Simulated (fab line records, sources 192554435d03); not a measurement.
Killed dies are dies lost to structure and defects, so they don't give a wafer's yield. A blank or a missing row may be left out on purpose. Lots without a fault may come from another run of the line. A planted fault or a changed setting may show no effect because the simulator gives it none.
Matching of chambers | flow n5-finfet | N5_HKMG_FIN_DESCUM_17 on rie-diel-02 has 4 sister chambers
The step chemistry O2, time 7.9 s. 20 wafers are shown with their chamber, then 10 later ones without.

== WAFERS, EACH WITH ITS CHAMBER ==
wafer  | chamber | throttle-valve-pct (%) | oes-product-au (a.u.) | showerhead-plenum-p-Torr (Torr)
L075.4 | 2       | 20.33                  | 0.74                  | 2.10
L075.5 | 0       | 20.83                  | 0.71                  | 2.17
L075.6 | 1       | 20.59                  | 0.86                  | 2.12
L077.4 | 1       | 20.60                  | 0.86                  | 2.12
L077.5 | 3       | 20.26                  | 0.76                  | 2.18
L077.6 | 2       | 20.34                  | 0.74                  | 2.10
L078.1 | 1       | 20.61                  | 0.86                  | 2.12
L078.3 | 3       | 20.27                  | 0.75                  | 2.17
L078.4 | 2       | 20.36                  | 0.74                  | 2.10
L079.2 | 2       | 20.35                  | 0.75                  | 2.10
L079.5 | 3       | 20.29                  | 0.76                  | 2.17
L079.6 | 2       | 20.34                  | 0.75                  | 2.09
L080.2 | 1       | 20.61                  | 0.85                  | 2.12
L080.3 | 3       | 20.28                  | 0.75                  | 2.17
L080.6 | 1       | 20.60                  | 0.85                  | 2.12
L082.2 | 3       | 20.26                  | 0.75                  | 2.17
L082.4 | 2       | 20.37                  | 0.74                  | 2.09
L082.5 | 2       | 20.35                  | 0.74                  | 2.09
L084.2 | 2       | 20.36                  | 0.74                  | 2.09
L084.3 | 1       | 20.63                  | 0.84                  | 2.11

SIGNATURES (averages over the wafers above)
reading                  | chamber 0 | chamber 1 | chamber 2 | chamber 3 | scatter within a chamber
throttle-valve-pct       | 20.8300   | 20.6067   | 20.3500   | 20.2720   | 0.0133
oes-product-au           | 0.7100    | 0.8533    | 0.7425    | 0.7540    | 0.00614
showerhead-plenum-p-Torr | 2.1700    | 2.1183    | 2.0950    | 2.1720    | 0.00477
Rule: for each reading, subtract the chamber's mean from the wafer's reading, divide by that reading's scatter and square the result; add these up over the readings and take the root, which gives the wafer's distance from the chamber. If the next closest chamber is less than 2 further off than the closest, the wafer can't be placed; otherwise it belongs to the closest. The scatter is the square root of a quotient: the sum, over the shown wafers, of each reading's squared deviation from its chamber's mean, divided by wafers minus chambers.

== WAFERS MISSING THEIR CHAMBER ==
wafer  | throttle-valve-pct (%) | oes-product-au (a.u.) | showerhead-plenum-p-Torr (Torr)
L084.4 | 20.86                  | 0.70                  | 2.16
L089.3 | 20.84                  | 0.69                  | 2.16
L089.4 | 20.31                  | 0.73                  | 2.17
L089.5 | 20.30                  | 0.73                  | 2.17
L093.1 | 20.32                  | 0.73                  | 2.16
L093.3 | 20.40                  | 0.72                  | 2.08
L093.6 | 20.31                  | 0.73                  | 2.16
L094.1 | 20.88                  | 0.69                  | 2.16
L094.2 | 20.39                  | 0.72                  | 2.08
L094.3 | 20.63                  | 0.83                  | 2.11

== CHAMBER TAKEN BY EACH ==
wafer  | from the rows above | in truth
L084.4 | 0                   | 0
L089.3 | 0                   | 0
L089.4 | 3                   | 3
L089.5 | 3                   | 3
L093.1 | 3                   | 3
L093.3 | 2                   | 2
L093.6 | 3                   | 3
L094.1 | 0                   | 0
L094.2 | 2                   | 2
L094.3 | 1                   | 1
Correctly placed: 10 of 10. Number that these rows cannot place: 0. Wrongly placed: 0.
